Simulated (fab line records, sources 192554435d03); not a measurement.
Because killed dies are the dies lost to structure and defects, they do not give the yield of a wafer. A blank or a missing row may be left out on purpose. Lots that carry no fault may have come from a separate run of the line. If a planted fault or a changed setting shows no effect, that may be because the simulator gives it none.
Matching of chambers | flow n5 finfet | N5_BEOL_M6_DESCUM_16 on rie diel-05: 4 sister chambers
The step chemistry O2, time 7.9 s. 4 wafers are shown with their chamber, then 7 later ones without.

## WAFERS WITH THEIR CHAMBER
wafer  | chamber | showerhead plenum p Torr (Torr)
L088.2 | 0       | 1.95
L088.6 | 1       | 2.02
L090.1 | 2       | 1.92
L090.3 | 3       | 2.14

## WAFERS WHOSE CHAMBER IS MISSING
wafer  | showerhead plenum p Torr (Torr)
L090.5 | 2.02
L092.2 | 1.95
L092.4 | 1.95
L092.6 | 2.02
L096.2 | 1.95
L096.4 | 2.01
L096.6 | 2.01

## CHAMBER TAKEN BY EACH
wafer  | from the rows above | in truth
L090.5 | 1                   | 1
L092.2 | 0                   | 0
L092.4 | 0                   | 0
L092.6 | 1                   | 1
L096.2 | 0                   | 0
L096.4 | 1                   | 1
L096.6 | 1                   | 1
Correct placement for 7 of the 7. Can't be placed from these rows: 0. Wrongly placed: 0.
How it was worked out, from the rows above alone: a wafer's distance from a chamber is the root of the sum, over the readings, of the square of ((its reading less the chamber's mean) divided by the reading's scatter). The wafer belongs to the nearest chamber; if the next one is less than 2 further off, it can't be placed. The mean given for a chamber averages the wafers shown for that chamber. The scatter: with one shown wafer a chamber, the root of the mean of the squares of how far each hidden wafer lies from its nearest shown one.
